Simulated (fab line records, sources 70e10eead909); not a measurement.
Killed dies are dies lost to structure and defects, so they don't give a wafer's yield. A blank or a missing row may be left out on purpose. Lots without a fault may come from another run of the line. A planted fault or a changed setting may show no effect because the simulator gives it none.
fab line records | flow nand_harc
record lots=24 wafers=72 last_day=33
route steps=1302 shown A_BLC@1117 A_M0@1161 A_M1@1181
lots that met no fault: from a run of the same line without faults
start_h: hours from the record's first day to the start of the lot's first wafer shown | wait_h: hours since the lot's step before | " the same as in the row above | L1.1+2: a row that stands for several wafers | - no value, or no start given | * or withheld: withheld | < > ~ a bound
route shown NAME@n: a module of which the file shows steps, and the number in the route of the first | usual: mean/standard deviation of fault-free wafers | same: alike in all rows | chamber/n: place in a boat | sites: the reading at each site | _std_site: their standard deviation | _edge_site: outer sites' mean less inner sites' | radius_mm: how far each site lies from the wafer's centre | mask NAME#n: copy n | behind: the tool/chamber that last shaped the wafer | hold: why the lot was held/for how many hours/how that ended | device: the transistor (n, p or np) that didn't switch | end of line: the same wafers' tests at the end of the route | a step without rows: its recipe alone | killed: dies lost to structure and defects at the first sort, not the wafer's yield | map: a wafer's dies, x killed, . not, _ none there
set.NAME: the setting as run; set.NAME@STEP: as run at that earlier step | model.NAME: the simulator's own value behind a step, which no gauge read
steps of the route over a sample of lots; a table a step, a row a wafer
services: from which hour (start_h, from the record's first day; less than 0 if before it) a tool's chamber was out of use, for how many hours, and why
## steps
# step NHARC_A_BLC_CD_MEAS_10
# recipe target_cd_nm=100 landing_energy_ev=500
# usual cd_nm=99.7/0.76
# columns lot.wafer tool chamber start_h wait_h cd_nm
L074.2 cd_sem-01 0 531.37 - 99.9
L074.3 " 0 " " 100.2
L074.4 " 0 " " 99.5
L076.1 cd_sem-01 0 532.19 - 99.8
L076.5 " 0 " " 99.1
L076.6 " 0 " " 100.0
L075.2 cd_sem-03 0 537.48 - 99.8
L075.3 " 0 " " 100.2
L075.5 " 0 " " 98.9
L078.2 cd_sem-02 0 579.73 - 99.1
L078.4 " 0 " " 100.4
L078.5 " 0 " " 99.9
L079.2 cd_sem-03 0 584.23 - 100.7
L079.4 " 0 " " 101.1
L079.5 " 0 " " 100.8
L077.1 cd_sem-03 0 588.52 - 100.1
L077.5 " 0 " " 100.0
L077.6 " 0 " " 100.9
L080.3 cd_sem-03 0 588.86 - 99.1
L080.4 " 0 " " 99.4
L080.6 " 0 " " 100.2
L081.4 cd_sem-03 0 595.79 - 99.3
L081.5 " 0 " " 100.7
L081.6 " 0 " " 99.4
L082.1 cd_sem-02 0 604.78 - 100.1
L082.4 " 0 " " 99.0
L082.5 " 0 " " 99.7
L084.2 cd_sem-02 0 618.52 - 99.0
L084.3 " 0 " " 100.1
L084.4 " 0 " " 100.1
L083.1 cd_sem-02 0 622.72 - 99.0
L083.2 " 0 " " 99.3
L083.6 " 0 " " 98.8
L085.1 cd_sem-02 0 629.01 - 100.1
L085.4 " 0 " " 99.4
L085.5 " 0 " " 99.4
L086.1 cd_sem-02 0 630.64 - 99.2
L086.2 " 0 " " 99.0
L086.5 " 0 " " 99.3
L087.1 cd_sem-01 0 649.74 - 100.7
L087.2 " 0 " " 100.4
L087.3 " 0 " " 99.7
L090.1 cd_sem-01 0 661.32 - 100.5
L090.3 " 0 " " 99.1
L090.4 " 0 " " 98.7
L088.1 cd_sem-01 0 665.77 - 99.3
L088.3 " 0 " " 99.6
L088.4 " 0 " " 99.6
L089.1 cd_sem-01 0 672.11 - 98.7
L089.2 " 0 " " 99.1
L089.3 " 0 " " 99.6
L092.1 cd_sem-01 0 706.57 - 100.8
L092.2 " 0 " " 100.4
L092.4 " 0 " " 100.8
L091.1 cd_sem-03 0 713.30 - 99.1
L091.3 " 0 " " 98.9
L091.5 " 0 " " 99.9
L093.1 cd_sem-01 0 719.55 - 99.9
L093.3 " 0 " " 99.3
L093.5 " 0 " " 99.5
L094.1 cd_sem-03 0 723.87 - 99.1
L094.4 " 0 " " 97.7
L094.5 " 0 " " 98.7
L095.1 cd_sem-03 0 724.66 - 100.5
L095.3 " 0 " " 100.8
L095.4 " 0 " " 100.6
L097.1 cd_sem-01 0 736.19 - 100.9
L097.5 " 0 " " 100.9
L097.6 " 0 " " 100.9
L096.1 cd_sem-02 0 738.13 - 99.7
L096.2 " 0 " " 99.7
L096.3 " 0 " " 99.3
# step NHARC_A_BLC_STRIP_29
# recipe cf4_flow_sccm=150 ar_flow_sccm=0 bias_w=0 chemistry=CF4
# usual cf4_flow_sccm=149.9/0.45 chamber_pressure_mTorr=50.00/0.055 drypump_motor_current_A=5.9/0.46 oes_product_au=1.005/0.013 rf_vpp_V=59.4/0.92 showerhead_plenum_p_Torr=1.77/0.063 throttle_valve_pct=13.285/0.0096
# columns lot.wafer tool chamber start_h wait_h cf4_flow_sccm chamber_pressure_mTorr drypump_motor_current_A oes_product_au rf_hours_counter_h rf_vpp_V showerhead_plenum_p_Torr throttle_valve_pct
L074.3 rie_diel-01 0 532.61 0.1 150.0 50.02 6.0 0.994 9 61.3 1.84 13.289
L074.2 " 1 " " 149.9 49.99 5.4 1.004 9 60.1 1.88 13.286
L074.4 " 2 " " 150.1 50.04 6.6 1.021 9 58.5 1.66 13.304
L076.1 rie_diel-07 0 533.44 0.1 149.0 50.02 5.5 1.016 6 60.8 1.81 13.269
L076.5 " 2 " " 150.5 50.06 6.6 0.997 - 58.1 1.78 13.287
L076.6 " 3 " " 150.2 50.03 5.9 1.000 - 59.8 1.79 13.284
L075.2 rie_diel-07 3 538.70 0.1 149.0 50.03 5.9 0.999 5 57.8 1.79 13.277
L075.3 " 0 " " 149.8 49.94 5.5 1.021 6 60.5 1.81 13.277
L075.5 " 3 " " 149.3 50.00 5.9 0.996 - 58.9 1.79 13.262
L078.4 rie_diel-07 2 581.32 0.1 150.4 49.95 6.6 0.992 8 59.0 1.78 13.285
L078.2 " 3 " " 150.7 49.99 5.9 0.990 8 59.7 1.79 13.270
L078.5 " 1 " " 150.5 50.01 5.4 1.009 - 59.0 1.78 13.283
L079.2 rie_diel-01 0 585.67 0.1 150.8 49.96 6.0 1.010 2 59.3 1.84 13.301
L079.5 " 1 " " 148.8 49.95 5.4 1.020 - 59.7 1.87 13.283
L079.4 " 0 " " 150.5 50.01 6.0 1.017 - 59.6 1.84 13.291
L077.1 rie_diel-07 1 589.77 0.1 150.4 50.00 5.4 1.006 9 61.1 1.78 13.274
L077.6 " 2 " " 149.9 49.94 6.5 1.004 - 59.3 1.78 13.284
L077.5 " 3 " " 149.8 49.98 5.9 0.990 - 59.7 1.79 13.282
L080.4 rie_diel-12 2 590.26 0.1 149.9 49.97 5.9 1.007 53 59.4 1.72 13.278
L080.3 " 0 " " 150.3 49.98 6.7 0.999 52 59.1 1.65 13.272
L080.6 " 2 " " 149.8 50.00 5.9 1.015 - 60.2 1.72 13.281
L081.4 rie_diel-01 0 597.06 0.1 150.2 50.04 6.0 0.996 3 58.9 1.84 13.271
L081.5 " 1 " " 149.8 50.02 5.4 1.011 - 59.8 1.88 13.283
L081.6 " 2 " " 150.2 50.04 6.6 0.982 - 57.5 1.66 13.270
L082.1 rie_diel-07 1 606.01 0.1 149.9 49.99 5.4 0.998 10 58.9 1.78 13.295
L082.4 " 1 " " 150.2 50.12 5.4 1.014 - 58.1 1.78 13.269
L082.5 " 0 " " 149.9 49.95 5.6 1.019 - 58.6 1.81 13.286
L084.4 rie_diel-07 1 619.76 0.1 149.9 50.00 5.4 1.002 11 58.5 1.78 13.278
L084.2 " 2 " " 149.4 50.01 6.6 1.002 12 59.8 1.78 13.275
L084.3 " 3 " " 149.8 49.99 5.9 0.995 11 58.7 1.79 13.286
L083.1 rie_diel-07 3 623.96 0.1 150.5 50.01 5.9 0.998 12 57.9 1.79 13.297
L083.2 " 0 " " 149.8 49.88 5.6 1.011 13 60.1 1.81 13.291
L083.6 " 2 " " 150.0 49.87 6.6 1.007 - 58.8 1.78 13.279
L085.4 rie_diel-01 2 630.27 0.1 149.6 50.01 6.6 1.002 5 58.8 1.66 13.280
L085.1 " 3 " " 150.1 50.00 6.2 1.012 6 58.8 1.72 13.295
L085.5 " 3 " " 149.6 50.03 6.2 1.017 - 59.7 1.72 13.275
L086.1 rie_diel-07 0 631.89 0.1 149.6 50.01 5.5 1.009 15 58.0 1.81 13.267
L086.2 " 1 " " 149.8 49.92 5.4 1.008 13 60.6 1.78 13.280
L086.5 " 2 " " 149.2 50.03 6.6 0.989 - 58.9 1.78 13.273
L087.1 rie_diel-12 0 650.97 0.1 149.4 49.99 6.7 1.009 7 59.5 1.91 13.284
L087.2 " 1 " " 149.6 49.92 6.1 0.994 5 60.4 1.71 13.281
L087.3 " 3 " " 150.7 50.00 5.3 1.023 7 59.8 1.72 13.269
L090.1 rie_diel-01 1 662.76 0.1 149.5 49.92 5.4 1.012 7 59.5 1.87 13.291
L090.4 " 2 " " 150.4 49.96 6.6 0.984 - 59.2 1.66 13.293
L090.3 " 1 " " 150.3 50.01 5.4 1.012 - 59.6 1.87 13.284
L088.3 rie_diel-12 1 667.20 0.1 150.2 50.03 6.1 0.998 12 59.7 1.71 13.285
L088.4 " 3 " " 149.0 49.98 5.3 1.010 12 59.3 1.72 13.271
L088.1 " 0 " " 149.8 50.01 6.7 0.994 14 61.1 1.90 13.292
L089.1 rie_diel-12 1 673.33 0.1 149.4 49.94 6.1 0.999 13 58.4 1.71 13.275
L089.3 " 2 " " 150.5 50.08 5.9 1.028 10 58.7 1.72 13.292
L089.2 " 3 " " 149.3 49.95 5.4 1.013 12 59.3 1.72 13.284
L092.1 rie_diel-01 1 707.80 0.1 149.5 50.07 5.4 1.024 9 58.9 1.87 13.303
L092.2 " 2 " " 150.0 49.99 6.5 0.993 9 58.9 1.66 13.299
L092.4 " 3 " " 149.3 49.98 6.2 1.019 8 60.5 1.72 13.274
L091.3 rie_diel-07 3 714.53 0.1 149.9 50.04 5.9 1.000 5 60.5 1.78 13.282
L091.1 " 0 " " 149.7 49.96 5.6 0.996 5 58.9 1.81 13.288
L091.5 " 2 " " 148.7 50.05 6.5 0.984 - 59.9 1.78 13.287
L093.3 rie_diel-01 3 720.81 0.1 150.3 49.95 6.2 1.027 8 59.6 1.72 13.293
L093.1 " 0 " " 150.0 49.98 6.0 1.004 10 60.3 1.84 13.280
L093.5 " 1 " " 150.3 50.07 5.4 1.041 - 62.0 1.87 13.289
L094.1 rie_diel-12 2 725.10 0.1 149.8 50.06 5.8 1.023 28 60.2 1.71 13.282
L094.4 " 1 " " 150.3 49.97 6.1 1.016 32 59.0 1.70 13.271
L094.5 " 2 " " 150.5 49.98 5.8 1.031 - 59.2 1.71 13.296
L095.4 rie_diel-07 2 726.09 0.1 150.4 50.06 6.6 0.993 7 59.8 1.78 13.301
L095.1 " 0 " " 150.4 50.04 5.5 1.017 7 58.4 1.81 13.279
L095.3 " 1 " " 149.7 49.94 5.4 0.980 7 60.1 1.78 13.285
L097.1 rie_diel-07 3 737.43 0.1 150.2 50.04 5.9 0.995 8 58.3 1.78 13.293
L097.5 " 3 " " 150.6 49.93 5.9 0.990 - 60.4 1.78 13.272
L097.6 " 0 " " 150.1 49.92 5.5 1.017 - 59.0 1.81 13.287
L096.3 rie_diel-07 0 739.35 0.1 150.8 50.01 5.5 1.021 9 59.3 1.81 13.288
L096.2 " 2 " " 150.0 49.94 6.5 0.993 8 58.5 1.78 13.283
L096.1 " 3 " " 149.9 50.04 5.9 1.002 8 59.9 1.78 13.279
# step NHARC_A_BLC_INSPECT_28
# usual raw_defect_count=533/130
# columns lot.wafer tool chamber start_h wait_h raw_defect_count
L074.2 defect_inspect-02 - 534.50 0.1 823
L074.3 " - " " 616
L074.4 " - " " 635
L076.1 defect_inspect-01 - 535.32 0.1 365
L076.5 " - " " 475
L076.6 " - " " 419
L075.2 defect_inspect-01 - 540.61 0.1 516
L075.3 " - " " 472
L075.5 " - " " 530
L078.2 defect_inspect-02 - 583.34 0.1 490
L078.4 " - " " 570
L078.5 " - " " 412
L079.2 defect_inspect-01 - 587.65 0.1 474
L079.4 " - " " 555
L079.5 " - " " 597
L077.1 defect_inspect-02 - 591.65 0.1 736
L077.5 " - " " 618
L077.6 " - " " 773
L080.3 defect_inspect-02 - 592.19 0.1 480
L080.4 " - " " 464
L080.6 " - " " 651
L081.4 defect_inspect-02 - 598.95 0.1 505
L081.5 " - " " 443
L081.6 " - " " 497
L082.1 defect_inspect-02 - 607.96 0.1 468
L082.4 " - " " 809
L082.5 " - " " 860
L084.2 defect_inspect-01 - 621.71 0.1 667
L084.3 " - " " 578
L084.4 " - " " 424
L083.1 defect_inspect-02 - 625.85 0.1 400
L083.2 " - " " 512
L083.6 " - " " 436
L085.1 defect_inspect-02 - 632.22 0.1 610
L085.4 " - " " 506
L085.5 " - " " 647
L086.1 defect_inspect-02 - 633.77 0.1 728
L086.2 " - " " 460
L086.5 " - " " 542
L087.1 defect_inspect-02 - 652.89 0.1 437
L087.2 " - " " 579
L087.3 " - " " 498
L090.1 defect_inspect-01 - 664.76 0.1 333
L090.3 " - " " 378
L090.4 " - " " 321
L088.1 defect_inspect-01 - 669.10 0.1 823
L088.3 " - " " 631
L088.4 " - " " 1048
L089.1 defect_inspect-01 - 675.35 0.1 604
L089.2 " - " " 482
L089.3 " - " " 465
L092.1 defect_inspect-01 - 709.70 0.1 459
L092.2 " - " " 604
L092.4 " - " " 461
L091.1 defect_inspect-02 - 716.42 0.1 480
L091.3 " - " " 546
L091.5 " - " " 665
L093.1 defect_inspect-02 - 722.72 0.1 482
L093.3 " - " " 516
L093.5 " - " " 399
L094.1 defect_inspect-02 - 727.04 0.1 593
L094.4 " - " " 417
L094.5 " - " " 470
L095.1 defect_inspect-02 - 728.04 0.1 493
L095.3 " - " " 483
L095.4 " - " " 498
L097.1 defect_inspect-02 - 739.34 0.1 470
L097.5 " - " " 486
L097.6 " - " " 476
L096.1 defect_inspect-02 - 741.25 0.1 376
L096.2 " - " " 656
L096.3 " - " " 446
# step NHARC_A_M0_ANNEAL_30
# recipe temp_c=225 time_s=90
# usual wafer_temp_C_max=226.3/0.44
# same time_s=90
# columns lot.wafer tool chamber start_h wait_h wafer_temp_C_max
L074.2 rtp_anneal-02 0 537.26 0.4 225.9
L074.3 " 0 " " 226.2
L074.4 " 0 " " 225.8
L076.1 rtp_anneal-02 0 538.13 0.3 225.8
L076.5 " 0 " " 225.8
L076.6 " 0 " " 226.2
L075.2 rtp_anneal-02 0 543.41 - 226.1
L075.3 " 0 " " 226.1
L075.5 " 0 " " 226.2
L078.2 rtp_anneal-02 0 586.08 0.3 226.1
L078.4 " 0 " " 226.0
L078.5 " 0 " " 225.7
L079.2 rtp_anneal-01 0 590.55 - 226.7
L079.4 " 0 " " 226.4
L079.5 " 0 " " 227.3
L077.1 rtp_anneal-02 0 594.40 0.3 225.6
L077.5 " 0 " " 226.0
L077.6 " 0 " " 226.4
L080.3 rtp_anneal-01 0 594.94 0.3 227.4
L080.4 " 0 " " 227.0
L080.6 " 0 " " 226.3
L081.4 rtp_anneal-02 0 601.85 - 225.8
L081.5 " 0 " " 226.0
L081.6 " 0 " " 225.8
L082.1 rtp_anneal-02 0 610.74 - 225.8
L082.4 " 0 " " 225.4
L082.5 " 0 " " 225.5
L084.2 rtp_anneal-02 0 624.52 0.4 225.9
L084.3 " 0 " " 225.9
L084.4 " 0 " " 226.1
L083.1 rtp_anneal-02 0 628.63 0.3 225.9
L083.2 " 0 " " 226.5
L083.6 " 0 " " 225.9
L085.1 rtp_anneal-01 0 635.00 - 226.3
L085.4 " 0 " " 226.9
L085.5 " 0 " " 226.6
L086.1 rtp_anneal-01 0 636.71 0.3 226.6
L086.2 " 0 " " 227.0
L086.5 " 0 " " 227.0
L087.1 rtp_anneal-01 0 656.14 - 227.0
L087.2 " 0 " " 226.9
L087.3 " 0 " " 226.6
L090.1 rtp_anneal-01 0 667.54 0.3 226.4
L090.3 " 0 " " 226.1
L090.4 " 0 " " 226.6
L088.1 rtp_anneal-02 0 671.76 - 226.4
L088.3 " 0 " " 226.7
L088.4 " 0 " " 226.2
L089.1 rtp_anneal-01 0 678.09 - 226.5
L089.2 " 0 " " 226.3
L089.3 " 0 " " 227.0
L092.1 rtp_anneal-02 0 712.49 0.4 226.4
L092.2 " 0 " " 226.0
L092.4 " 0 " " 225.8
L091.1 rtp_anneal-01 0 719.14 - 226.4
L091.3 " 0 " " 227.0
L091.5 " 0 " " 226.2
L093.1 rtp_anneal-01 0 725.47 0.3 226.8
L093.3 " 0 " " 226.2
L093.5 " 0 " " 226.7
L094.1 rtp_anneal-01 0 729.81 - 226.5
L094.4 " 0 " " 226.0
L094.5 " 0 " " 227.0
L095.1 rtp_anneal-01 0 730.81 - 226.7
L095.3 " 0 " " 226.4
L095.4 " 0 " " 226.2
L097.1 rtp_anneal-02 0 742.14 - 225.8
L097.5 " 0 " " 225.4
L097.6 " 0 " " 226.1
L096.1 rtp_anneal-01 0 744.00 0.3 226.8
L096.2 " 0 " " 226.6
L096.3 " 0 " " 226.5
# step NHARC_A_M0_THK_MEAS_24
# recipe thk_meas_gauge=xrf
# usual thk_nm=113.8/1.5
# columns lot.wafer tool chamber start_h wait_h thk_nm
L074.2 film_metro-02 - 537.86 - 113.0
L074.3 " - " " 111.4
L074.4 " - " " 113.5
L076.1 film_metro-02 - 538.79 - 113.3
L076.5 " - " " 112.7
L076.6 " - " " 114.4
L075.2 film_metro-02 - 544.02 - 115.5
L075.3 " - " " 112.6
L075.5 " - " " 114.5
L078.2 film_metro-02 - 586.69 - 113.7
L078.4 " - " " 111.4
L078.5 " - " " 115.3
L079.2 film_metro-01 - 591.16 - 114.2
L079.4 " - " " 114.5
L079.5 " - " " 113.6
L077.1 film_metro-02 - 595.06 - 113.5
L077.5 " - " " 113.6
L077.6 " - " " 113.0
L080.3 film_metro-02 - 595.50 - 114.5
L080.4 " - " " 111.8
L080.6 " - " " 114.5
L081.4 film_metro-01 - 602.35 - 114.2
L081.5 " - " " 109.8
L081.6 " - " " 112.2
L082.1 film_metro-02 - 611.40 - 113.7
L082.4 " - " " 115.1
L082.5 " - " " 114.5
L084.2 film_metro-01 - 625.13 - 116.8
L084.3 " - " " 114.4
L084.4 " - " " 116.8
L083.1 film_metro-02 - 629.29 - 115.1
L083.2 " - " " 113.6
L083.6 " - " " 113.5
L085.1 film_metro-02 - 635.65 - 114.7
L085.4 " - " " 112.4
L085.5 " - " " 113.7
L086.1 film_metro-02 - 637.37 - 114.0
L086.2 " - " " 112.7
L086.5 " - " " 112.0
L087.1 film_metro-02 - 656.79 - 113.8
L087.2 " - " " 115.9
L087.3 " - " " 111.8
L090.1 film_metro-02 - 668.20 - 115.1
L090.3 " - " " 115.2
L090.4 " - " " 114.8
L088.1 film_metro-01 - 672.42 - 112.8
L088.3 " - " " 112.5
L088.4 " - " " 112.8
L089.1 film_metro-02 - 678.75 - 114.4
L089.2 " - " " 115.9
L089.3 " - " " 112.1
L092.1 film_metro-02 - 713.16 - 114.0
L092.2 " - " " 115.5
L092.4 " - " " 111.9
L091.1 film_metro-02 - 719.80 - 114.4
L091.3 " - " " 114.8
L091.5 " - " " 115.0
L093.1 film_metro-02 - 726.14 - 114.8
L093.3 " - " " 111.6
L093.5 " - " " 115.0
L094.1 film_metro-01 - 730.46 - 114.0
L094.4 " - " " 112.3
L094.5 " - " " 113.7
L095.1 film_metro-02 - 731.78 - 114.9
L095.3 " - " " 114.1
L095.4 " - " " 115.4
L097.1 film_metro-02 - 742.80 - 114.2
L097.5 " - " " 114.6
L097.6 " - " " 115.3
L096.1 film_metro-02 - 744.65 - 111.1
L096.2 " - " " 113.1
L096.3 " - " " 114.0
# step NHARC_A_M1_INSPECT_11
# usual raw_defect_count=83/38
# columns lot.wafer tool chamber start_h wait_h raw_defect_count
L074.2 defect_inspect-01 - 539.43 0.0 21
L074.3 " - " " 25
L074.4 " - " " 29
L076.1 defect_inspect-02 - 540.61 0.0 15
L076.5 " - " " 17
L076.6 " - " " 14
L075.2 defect_inspect-02 - 545.70 0.0 72
L075.3 " - " " 82
L075.5 " - " " 68
L078.2 defect_inspect-01 - 588.37 0.0 22
L078.4 " - " " 23
L078.5 " - " " 29
L079.2 defect_inspect-02 - 592.69 0.0 67
L079.4 " - " " 66
L079.5 " - " " 62
L077.1 defect_inspect-02 - 596.62 0.0 154
L077.5 " - " " 161
L077.6 " - " " 162
L080.3 defect_inspect-02 - 597.49 0.0 125
L080.4 " - " " 135
L080.6 " - " " 121
L081.4 defect_inspect-02 - 604.05 0.0 122
L081.5 " - " " 103
L081.6 " - " " 104
L082.1 defect_inspect-01 - 613.08 0.0 91
L082.4 " - " " 82
L082.5 " - " " 88
L084.2 defect_inspect-01 - 626.78 0.0 126
L084.3 " - " " 151
L084.4 " - " " 140
L083.1 defect_inspect-02 - 631.20 0.0 74
L083.2 " - " " 68
L083.6 " - " " 55
L085.1 defect_inspect-01 - 637.20 0.0 35
L085.4 " - " " 36
L085.5 " - " " 40
L086.1 defect_inspect-02 - 638.93 0.0 112
L086.2 " - " " 133
L086.5 " - " " 131
L087.1 defect_inspect-02 - 658.47 0.0 105
L087.2 " - " " 154
L087.3 " - " " 140
L090.1 defect_inspect-02 - 670.01 0.0 61
L090.3 " - " " 75
L090.4 " - " " 86
L088.1 defect_inspect-02 - 674.23 0.0 82
L088.3 " - " " 84
L088.4 " - " " 96
L089.1 defect_inspect-01 - 680.30 0.0 97
L089.2 " - " " 95
L089.3 " - " " 101
L092.1 defect_inspect-01 - 714.87 0.0 63
L092.2 " - " " 75
L092.4 " - " " 69
L091.1 defect_inspect-02 - 721.39 0.0 152
L091.3 " - " " 142
L091.5 " - " " 156
L093.1 defect_inspect-01 - 727.69 0.0 65
L093.3 " - " " 72
L093.5 " - " " 72
L094.1 defect_inspect-02 - 732.15 0.0 63
L094.4 " - " " 64
L094.5 " - " " 68
L095.1 defect_inspect-02 - 733.59 0.0 80
L095.3 " - " " 65
L095.4 " - " " 72
L097.1 defect_inspect-01 - 744.47 0.0 56
L097.5 " - " " 63
L097.6 " - " " 62
L096.1 defect_inspect-01 - 746.33 0.0 66
L096.2 " - " " 64
L096.3 " - " " 71
## services
# columns tool chamber start_h hours kind
rie_diel-07 2 516.20 3.2 repair
rie_diel-07 0 529.43 - clean
rie_diel-07 1 529.43 - clean
rie_diel-07 2 529.43 - clean
rie_diel-07 3 529.43 - clean
rie_diel-07 0 553.93 - clean
rie_diel-07 1 553.93 - clean
rie_diel-07 2 553.93 - clean
rie_diel-07 3 553.93 - clean
rie_diel-01 0 555.35 1.4 repair
rie_diel-01 - 557.80 9.0 pm
rie_diel-07 0 578.43 - clean
rie_diel-07 1 582.54 3.6 repair
rie_diel-01 2 585.60 7.8 repair
rie_diel-07 3 603.12 7.9 repair
rie_diel-12 0 616.67 2.9 repair
rie_diel-12 - 626.16 9.0 pm
rie_diel-01 3 637.68 29.2 repair
rie_diel-07 3 644.79 21.4 repair
rie_diel-07 - 648.26 9.0 pm
rie_diel-01 0 662.68 1.5 repair
rie_diel-01 1 721.26 5.0 repair
rie_diel-01 - 734.80 9.0 pm
rtp_anneal-02 - 744.00 12.0 pm
## key
fault none
